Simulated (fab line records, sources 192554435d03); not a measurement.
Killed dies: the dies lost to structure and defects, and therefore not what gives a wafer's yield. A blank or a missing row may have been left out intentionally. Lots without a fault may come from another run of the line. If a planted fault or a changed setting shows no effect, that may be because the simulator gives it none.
Which of the tools did it? | flow n5 finfet | 11 lots, 31 wafers sampled, at 4 steps of a route of 1938

== WHAT THE GAUGES READ, wafer by wafer ==
N5_BEOL_M15_THK_MEAS_01.
lot  | measured     | on            | M15_ILD_THK (nm)
L841 | day 12 18:43 | film metro-02 | 1596 1636 1639
L844 | day 13 13:12 | film metro-02 | 1627 1649
L845 | day 13 23:24 | film metro-01 | 1640 1629 1683
L847 | day 14 00:08 | film metro-01 | 1679 1636
L846 | day 14 05:42 | film metro-02 | 1613 1596 1635
L848 | day 14 08:43 | film metro-02 | 1662 1620 1679
L853 | day 16 02:10 | film metro-02 | 1625 1627 1654
L858 | day 16 15:37 | film metro-02 | 1623 1637 1658
L861 | day 18 09:14 | film metro-02 | 1602 1606 1613
L864 | day 18 21:07 | film metro-01 | 1602 1627 1614
L863 | day 19 01:22 | film metro-01 | 1634 1624 1672

== TOOL THAT RAN EACH LOT (tool first, then ch and the chambers of the sampled wafers, then the start) ==
lot  | N5_BEOL_M14_DESCUM_33              | N5_BEOL_M14_ETCH_67                | N5_BEOL_M14_SPUTTER_43
L841 | rie diel-02 ch 2,3, day 12 16:09   | rie diel-02 ch 2,3, day 12 16:11   | pvd sputter-03, day 12 17:09
L844 | rie diel-06 ch 0,3, day 13 06:19   | rie diel-06 ch 0,3, day 13 06:21   | pvd sputter-03, day 13 09:55
L845 | rie diel-06 ch 1,2,3, day 13 19:20 | rie diel-06 ch 1,2,3, day 13 19:22 | pvd sputter-01, day 13 21:47
L847 | rie diel-05 ch 0,3, day 13 21:01   | rie diel-05 ch 0,3, day 13 21:07   | pvd sputter-01, day 13 22:24
L846 | rie diel-02 ch 1,2, day 14 00:59   | rie diel-02 ch 1,2, day 14 01:01   | pvd sputter-01, day 14 04:12
L848 | rie diel-06 ch 0,1,2, day 14 04:47 | rie diel-06 ch 0,1,2, day 14 04:49 | pvd sputter-03, day 14 07:13
L853 | rie diel-05 ch 0,2, day 15 21:10   | rie diel-05 ch 0,2, day 15 21:12   | pvd sputter-01, day 16 00:40
L858 | rie diel-06 ch 1,2,3, day 16 08:30 | rie diel-06 ch 1,2,3, day 16 08:32 | pvd sputter-02, day 16 13:51
L861 | rie diel-06 ch 0,2,3, day 18 05:54 | rie diel-06 ch 0,2,3, day 18 05:56 | pvd sputter-03, day 18 07:24
L864 | rie diel-06 ch 0,1,2, day 18 17:53 | rie diel-06 ch 0,1,2, day 18 17:56 | pvd sputter-02, day 18 19:31
L863 | rie diel-06 ch 1,2,3, day 18 19:40 | rie diel-06 ch 1,2,3, day 18 19:42 | pvd sputter-03, day 18 22:50
- N5_BEOL_M14_DESCUM_33: chemistry O2, time 7.9 s.
- N5_BEOL_M14_ETCH_67: etches SiARC in CF4, target depth 143 nm, time 238.3 s.
- N5_BEOL_M14_SPUTTER_43: material TaN, target thk 15 nm, time 24.19 s.

== THE ANSWER, worked out from the rows above alone ==
Rule: the lots themselves supply what counts as usual. The widest of any qualifying gaps counts: lots, ordered by their means at a reading, are off when they make up no more than a third of the lots, leave a main group of 4 or more, and stand apart from it by 3 or more times the standard deviation of that group's means. Not used: any main group whose means are identical at the precision the tables above print for the reading. Also off: a lot with no number at a reading for which 4 or more lots have one. All remaining lots with rows at the step are treated as sound.
No lot is off on any of the readings shown, so nothing can be concluded from this.

== WHAT HAD BEEN PUT IN BY THE SIMULATOR ==
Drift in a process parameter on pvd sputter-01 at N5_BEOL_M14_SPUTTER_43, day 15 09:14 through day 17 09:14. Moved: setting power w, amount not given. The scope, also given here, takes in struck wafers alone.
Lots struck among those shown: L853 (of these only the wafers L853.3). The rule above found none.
